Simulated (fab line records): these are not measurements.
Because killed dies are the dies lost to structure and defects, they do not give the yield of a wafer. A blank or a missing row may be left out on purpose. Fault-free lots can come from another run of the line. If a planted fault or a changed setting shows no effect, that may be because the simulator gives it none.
Struck lot and sound lot, side by side -- flow n5-finfet -- 16 steps out of a route of 1938
Sound: these wafers, L519.1, L519.3, L519.6. Struck: wafer L521.5 (left out: L521.4, a lot-mate that was not struck); the cause follows at the end.
For every step that has rows: the tool of each side, followed by ch and its chambers, followed by its first start. Under that, the readings that differ: sound wafers -- struck wafers -- difference of the means -- sigmas: that difference in standard deviations of wafers without a fault.
alike: same words and numbers on both sides, and readings whose means sit less than 2 such deviations apart. not compared: any withheld reading, any reading some wafer has no value for, any bound like >300 that may hide the same value, and any number with overlapping values for which the record gives no deviation.
A row with sigmas, a row that says differs or no value, or rows on one side alone: a step with any of these is where the two part. Numbers that have no deviation but don't overlap get no sigmas and don't part them. A reading missing from all wafers of one side parts the sides only when that side holds two or more wafers.

first, 2 steps without rows for these wafers: N5_BEOL_M0_SAQP_HM_OPEN_112 (chemistry CHF3/O2, target SiO2, stops on a-Si, target depth 12 nm, time 13.5 s); N5_BEOL_M0_SAQP_STRIP_113 (strips in CHF3/O2).
N5_BEOL_M0_SAQP_MANDREL_ETCH_20: etches a-Si in HBr/Cl2, stops on SiNx, target depth 60 nm, bt time 10 s, time 30 s.
  sound on rie-si-06 ch 0,1,2, day 6 09:22; struck on rie-si-04 ch 1, day 7 02:22
  alike: drypump-motor-current-A, mfc-cl2-sccm, oes-product-au, throttle-valve-pct
  not compared: rf-hours-counter-h
N5_BEOL_M0_SAQP_STRIP_86: strips in N2/H2.
  sound on rie-diel-05 ch 2,3, day 6 09:28; struck on rie-diel-03 ch 2, day 7 02:28
  alike: drypump-motor-current-A, oes-product-au, rf-vpp-V, showerhead-plenum-p-Torr, throttle-valve-pct
  not compared: rf-hours-counter-h
then, 3 steps without rows for these wafers: N5_BEOL_M0_SAQP_STRIP_115 (strips in post etch residue remover, time 60 s); N5_BEOL_M0_SAQP_SRD_93 (time 30 s); N5_BEOL_M0_SAQP_RECESS_114 (chemistry HF/NH3, target SiO2, target depth 14.4 nm, afs cycles 3, sublimation time 60 s).
N5_BEOL_M0_SAQP_SPACER1_ALD_98: deposits SiO2, target thk 12.8 nm, pulse time 1 s, purge time 2 s.
  sound on ald-sin-01 ch 2,3, day 6 10:20; struck on ald-sin-03 ch 3, day 7 03:53
  alike: chamber-pressure-Torr, heater-power-w, precursor-pulse-height-rel
then, 2 steps without rows for these wafers: N5_BEOL_M0_SAQP_SPACER1_ETCHBACK_99 (etches SiO2 in CHF3/O2, target depth 15.4 nm, time 7.7 s); N5_BEOL_M0_SAQP_MANDREL1_REMOVE_100 (chemistry HBr/Cl2/O2, target a-Si, stops on SiNx, bt time 10 s).
N5_BEOL_M0_SAQP_CD_MEAS_25: target cd 13.1 nm.
  sound on cd-sem-03 ch 0, day 6 11:01; struck on cd-sem-02 ch 0, day 7 04:34
  alike: cd-nm
N5_BEOL_M0_SAQP_ETCH_101: etches SiNx in CH3F/O2, target depth 29.9 nm, time 42.7 s.
  sound on rie-diel-05 ch 0,1, day 6 11:03; struck on rie-diel-05 ch 3, day 7 04:35
  alike: O2_flow_sccm, drypump-motor-current-A, oes-product-au, rf-vpp-V, showerhead-plenum-p-Torr, throttle-valve-pct
  not compared: rf-hours-counter-h
N5_BEOL_M0_SAQP_ETCH_102: etches SiO2 in CF4, target depth 4 nm, time 4.4 s.
  sound on rie-si-01 ch 2,3, day 6 11:10; struck on rie-si-01 ch 1, day 7 04:42
reading,sound,struck,difference,sigmas
oes-product-au (a.u.),0.947 1.014 1.006,1.391,+0.402,+16
model.etch.depth-nm (nm),3.847 4.136 4.139,6.563,+2.522,
  alike: drypump-motor-current-A, throttle-valve-pct
  not compared: rf-hours-counter-h
N5_BEOL_M0_SAQP_MANDREL_ETCH_103: etches a-Si in HBr/Cl2, stops on SiCN, target depth 45 nm, bt time 10 s, time 27 s.
  sound on rie-si-01 ch 2,3, day 6 11:11; struck on rie-si-01 ch 1, day 7 04:44
  alike: drypump-motor-current-A, mfc-cl2-sccm, oes-product-au, throttle-valve-pct
  not compared: rf-hours-counter-h
-- record jumps: 4 days separate the struck wafers' starts on either side; left off in module BEOL_M0_SAQP, taken up again in module BEOL_M4, whose first shown step is the route's number 1111 --
N5_BEOL_M4_RC_MEAS_101:
  sound on prober-02 ch 0, day 9 22:48; struck on prober-01 ch 0, day 10 17:41
  alike: DIBL_N, DIBL_P, IOFF_N, IOFF_P, ION_N, ION_P, SS_N, SS_P, VT_N, VT_P
N5_PASSIVATION_PROBE_49:
  the record holds rows for the sound wafers here (prober-01, day 14 20:22) but none for the struck ones

WHERE THEY PART
Earliest at N5_BEOL_M0_SAQP_ETCH_102; latest, in this record, at N5_PASSIVATION_PROBE_49.

WHY: the cause the simulator had injected
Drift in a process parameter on rie-si-01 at N5_BEOL_M0_SAQP_ETCH_102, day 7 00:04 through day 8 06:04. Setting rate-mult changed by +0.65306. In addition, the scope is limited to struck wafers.
